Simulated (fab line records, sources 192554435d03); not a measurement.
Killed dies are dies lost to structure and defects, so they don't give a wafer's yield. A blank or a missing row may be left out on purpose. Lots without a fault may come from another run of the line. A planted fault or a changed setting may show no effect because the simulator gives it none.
Chamber matching | flow n5_finfet | N5_BEOL_M8_DEP_56 on pecvd-01: 3 sister chambers
The step deposits SiCN from 3MS/NH3, target thk 10 nm, time 17.5 s. 20 wafers are shown with their chamber, then 10 later ones without.

WAFERS WITH THEIR CHAMBER
wafer  | chamber | throttle_valve_pct (%) | showerhead_plenum_p_Torr (Torr)
L076.1 | 2       | 8.3                    | 3.678
L076.2 | 1       | 10.1                   | 3.658
L076.3 | 0       | 9.0                    | 3.667
L076.4 | 1       | 10.2                   | 3.641
L076.5 | 0       | 9.3                    | 3.657
L076.6 | 2       | 8.5                    | 3.682
L075.1 | 2       | 8.4                    | 3.677
L075.4 | 0       | 9.2                    | 3.651
L075.5 | 2       | 8.6                    | 3.678
L078.1 | 0       | 9.2                    | 3.654
L078.4 | 1       | 10.3                   | 3.666
L078.6 | 2       | 8.3                    | 3.676
L077.1 | 1       | 10.1                   | 3.661
L077.4 | 0       | 9.4                    | 3.659
L077.5 | 1       | 10.1                   | 3.657
L082.1 | 0       | 9.2                    | 3.660
L082.5 | 1       | 10.5                   | 3.659
L082.6 | 0       | 9.3                    | 3.657
L088.1 | 0       | 9.4                    | 3.655
L088.4 | 0       | 9.0                    | 3.658

SIGNATURES (means of the wafers above)
reading                  | chamber 0 | chamber 1 | chamber 2 | scatter within a chamber
throttle_valve_pct       | 9.222     | 10.217    | 8.420     | 0.148
showerhead_plenum_p_Torr | 3.65756   | 3.65700   | 3.67820   | 0.00563
Rule: a wafer's distance from a chamber is the root of the sum, over the readings, of the square of ((its reading less the chamber's mean) divided by the reading's scatter). The wafer belongs to the nearest chamber; if the next one is less than 2 further off, it can't be placed. The scatter: the root of (the sum of the squares of (reading less its chamber's mean) over the shown wafers, divided by (wafers less chambers)).

WAFERS WITHOUT THEIR CHAMBER
wafer  | throttle_valve_pct (%) | showerhead_plenum_p_Torr (Torr)
L088.6 | 8.3                    | 3.676
L090.1 | 9.2                    | 3.664
L090.5 | 10.3                   | 3.667
L090.6 | 8.5                    | 3.671
L094.2 | 10.2                   | 3.649
L094.4 | 10.6                   | 3.658
L094.5 | 8.8                    | 3.675
L095.1 | 10.3                   | 3.654
L095.3 | 9.5                    | 3.668
L095.6 | 9.3                    | 3.671

WHICH CHAMBER EACH WENT THROUGH
wafer  | from the rows above     | in truth
L088.6 | 2                       | 2
L090.1 | 0                       | 0
L090.5 | 1                       | 1
L090.6 | 2                       | 2
L094.2 | 1                       | 1
L094.4 | 1                       | 1
L094.5 | can't be placed: 2 or 0 | 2
L095.1 | 1                       | 1
L095.3 | 0                       | 0
L095.6 | 0                       | 0
Placed correctly: 9 of 10. Can't be placed from these rows: 1 (the true chamber is among the candidates in 1). Placed wrongly: 0.
